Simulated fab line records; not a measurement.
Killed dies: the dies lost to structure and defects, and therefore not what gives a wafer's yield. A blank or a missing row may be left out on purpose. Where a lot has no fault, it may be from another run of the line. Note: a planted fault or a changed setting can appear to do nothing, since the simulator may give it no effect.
A single fault, viewed from 3 desks | flow n5-finfet | what lay behind the numbers comes last; until then each desk has only its own

== AT THE METROLOGY DESK ==
What the gauges read, lot by lot, whatever tool the lot ran on: means of the sampled wafers that have a number. The brackets show how far a lot's mean lies from the usual mean; more than 4 standard deviations puts the lot out of limits, marked OUT. Readings shown: 7 out of 12 (the first out of limits, and those lying furthest out on some lot).
Columns: A = DIBL_N at N5_BEOL_M4_RC_MEAS_101, usual 36.1 mV/V; B = DIBL_P at N5_BEOL_M4_RC_MEAS_101, usual 36.1 mV/V; C = IOFF_N at N5_BEOL_M4_RC_MEAS_101, usual 0.15 nA/um; D = SS_N at N5_BEOL_M4_RC_MEAS_101, usual 71.5 mV/dec; E = SS_P at N5_BEOL_M4_RC_MEAS_101, usual 73.1 mV/dec; F = VT_N at N5_BEOL_M4_RC_MEAS_101, usual 251 mV; G = M13_THK at N5_BEOL_M13_THK_MEAS_50, usual 420 nm
lot  | first seen here | A    | B    | C    | D    | E    | F   | G
L668 | day 10 06:14    | 40.4 | 41.8 | 0.23 | 72.8 | 74.6 | 246 | 421
L673 | day 11 18:07    | 36.1 | 35.8 | 0.15 | 71.4 | 73.2 | 251 | 422
L674 | day 11 22:26    | 37.9 | 37.8 | 0.16 | 71.4 | 73.2 | 249 | 417
L676 | day 12 07:27    | 33.8 | 34.3 | 0.14 | 71.1 | 72.5 | 251 | 420
L675 | day 12 09:42    | 36.3 | 36.7 | 0.16 | 71.4 | 73.7 | 249 | 419
L677 | day 13 04:46    | 35.0 | 34.5 | 0.12 | 70.8 | 72.7 | 255 | 430
L687 | day 15 08:17    | 35.8 | 36.2 | 0.15 | 71.4 | 73.2 | 252 | 604 (+26) OUT
L688 | day 15 23:36    | 36.9 | 36.7 | 0.16 | 72.0 | 72.7 | 250 | 413
L690 | day 16 01:57    | 36.5 | 38.1 | 0.17 | 71.9 | 73.2 | 253 | 422
This desk reports L687 out of limits; the earliest was L687 at day 18 16:25 (M13_THK at N5_BEOL_M13_THK_MEAS_50). In limits: L668, L673, L674, L676, L675, L677, L688, L690.

== THE DEFECT DESK ==
Counts from the inspections along the route, per lot, as means over the sampled wafers that have a number. The brackets show how far a lot's mean lies from the usual mean; more than 4 standard deviations puts the lot out of limits, marked OUT.
Columns: A = raw-defect-count at N5_BEOL_M13_INSPECT_55, usual 64
lot  | first seen here | A
L668 | day 13 12:03    | 62
L673 | day 15 06:08    | 79
L674 | day 15 10:43    | 56
L675 | day 16 00:34    | 67
L676 | day 16 03:22    | 53
L677 | day 17 02:12    | 65
L687 | day 18 16:34    | 1570 (+72) OUT
L688 | day 18 22:59    | 57
L690 | day 19 05:32    | 60
Finding of this desk: L687 out of limits; the first was L687 at day 18 16:34, on raw-defect-count at N5_BEOL_M13_INSPECT_55. In limits: L668, L673, L674, L675, L676, L677, L688, L690.

== DESK OF THE TOOL OWNER: cmp-02 ==
The tool's own readings at N5_BEOL_M13_CMP_49 (polishes, stops on SiOC, t overpolish 17.1 s, target thk 420 nm): means of the sampled wafers that have a number, for each lot that ran on this tool. The brackets show how far a lot's mean lies from the usual mean; more than 4 standard deviations puts the lot out of limits, marked OUT.
Columns: A = barrier-field-endpoint-s at N5_BEOL_M13_CMP_49, usual 30.4 s; B = motor-current-A at N5_BEOL_M13_CMP_49, usual 5.9 A; C = overpolish-run-s at N5_BEOL_M13_CMP_49, usual 17.099 s; D = platen-rpm at N5_BEOL_M13_CMP_49, usual 49.99 rpm
lot  | first seen here | A              | B   | C                       | D
L668 | day 13 11:38    | 30.3           | 6.4 | 17.090                  | 50.00
L674 | day 15 10:18    | 30.4           | 6.4 | 17.098                  | 50.00
L677 | day 17 01:43    | 30.9           | 5.6 | 17.096                  | 50.00
L687 | day 18 16:11    | 46.2 (+22) OUT | 5.8 | 8.572 (-99 or more) OUT | 50.02
Finding of this desk: L687 out of limits; the first was L687 at day 18 16:11, on barrier-field-endpoint-s at N5_BEOL_M13_CMP_49. In limits: L668, L674, L677.

== ALL TOGETHER ==
An alarm could have come from the tool owner's desk at day 18 16:11, on L687.
L687 would have let the metrology desk raise an alarm at day 18 16:25.
The defect desk could have raised an alarm at day 18 16:34, on L687.
All the named lots went through N5_BEOL_M13_CMP_49 on cmp-02.

== WHAT HAD BEEN PUT IN BY THE SIMULATOR ==
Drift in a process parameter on cmp-02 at N5_BEOL_M13_CMP_49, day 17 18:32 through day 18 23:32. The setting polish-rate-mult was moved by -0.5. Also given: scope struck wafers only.
Lots struck among those shown: L687.
Hours from the fault's start to each desk's first reading out of limits: the tool owner's desk, 22; the metrology desk, 22; the defect desk, 22.
